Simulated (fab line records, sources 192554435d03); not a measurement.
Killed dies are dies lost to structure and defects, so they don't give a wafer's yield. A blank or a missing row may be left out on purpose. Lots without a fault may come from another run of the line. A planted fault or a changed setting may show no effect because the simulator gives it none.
Chamber matching | flow n5_finfet | N5_BEOL_M5_ETCH_72 on rie_diel-06: 4 sister chambers
The step etches underlayer in N2/H2, target depth 6.5 nm, time 5.2 s. 20 wafers are shown with their chamber, then 10 later ones without.

WAFERS WITH THEIR CHAMBER
wafer  | chamber | showerhead_plenum_p_Torr (Torr) | drypump_motor_current_A (A) | throttle_valve_pct (%)
L075.1 | 1       | 2.50                            | 6.2                         | 17.57
L075.3 | 3       | 2.64                            | 5.6                         | 17.74
L075.6 | 0       | 2.42                            | 5.6                         | 17.92
L074.2 | 0       | 2.41                            | 5.7                         | 17.89
L074.4 | 3       | 2.64                            | 5.6                         | 17.76
L074.5 | 3       | 2.64                            | 5.6                         | 17.75
L076.1 | 2       | 2.66                            | 6.0                         | 17.49
L076.2 | 1       | 2.50                            | 6.2                         | 17.59
L076.3 | 3       | 2.64                            | 5.6                         | 17.77
L076.4 | 0       | 2.41                            | 5.6                         | 17.92
L076.5 | 3       | 2.64                            | 5.6                         | 17.77
L076.6 | 2       | 2.66                            | 6.1                         | 17.51
L082.1 | 1       | 2.49                            | 6.2                         | 17.59
L082.2 | 2       | 2.66                            | 6.0                         | 17.52
L082.3 | 3       | 2.64                            | 5.6                         | 17.77
L082.4 | 0       | 2.41                            | 5.6                         | 17.94
L082.5 | 1       | 2.49                            | 6.2                         | 17.57
L082.6 | 2       | 2.66                            | 6.0                         | 17.54
L086.1 | 3       | 2.63                            | 5.6                         | 17.81
L086.3 | 2       | 2.65                            | 6.0                         | 17.53

SIGNATURES (means of the wafers above)
reading                  | chamber 0 | chamber 1 | chamber 2 | chamber 3 | scatter within a chamber
showerhead_plenum_p_Torr | 2.4125    | 2.4950    | 2.6580    | 2.6386    | 0.00461
drypump_motor_current_A  | 5.625     | 6.200     | 6.020     | 5.600     | 0.0311
throttle_valve_pct       | 17.9175   | 17.5800   | 17.5180   | 17.7671   | 0.0195
Rule: a wafer's distance from a chamber is the root of the sum, over the readings, of the square of ((its reading less the chamber's mean) divided by the reading's scatter). The wafer belongs to the nearest chamber; if the next one is less than 2 further off, it can't be placed. The scatter: the root of (the sum of the squares of (reading less its chamber's mean) over the shown wafers, divided by (wafers less chambers)).

WAFERS WITHOUT THEIR CHAMBER
wafer  | showerhead_plenum_p_Torr (Torr) | drypump_motor_current_A (A) | throttle_valve_pct (%)
L086.4 | 2.49                            | 6.2                         | 17.61
L091.1 | 2.65                            | 6.0                         | 17.54
L091.3 | 2.63                            | 5.6                         | 17.81
L091.5 | 2.63                            | 5.6                         | 17.82
L092.1 | 2.48                            | 6.2                         | 17.62
L092.2 | 2.63                            | 5.6                         | 17.80
L092.6 | 2.63                            | 5.6                         | 17.79
L094.1 | 2.65                            | 6.0                         | 17.58
L094.5 | 2.48                            | 6.2                         | 17.66
L094.6 | 2.65                            | 6.0                         | 17.58

WHICH CHAMBER EACH WENT THROUGH
wafer  | from the rows above | in truth
L086.4 | 1                   | 1
L091.1 | 2                   | 2
L091.3 | 3                   | 3
L091.5 | 3                   | 3
L092.1 | 1                   | 1
L092.2 | 3                   | 3
L092.6 | 3                   | 3
L094.1 | 2                   | 2
L094.5 | 1                   | 1
L094.6 | 2                   | 2
Placed correctly: 10 of 10. Can't be placed from these rows: 0. Placed wrongly: 0.
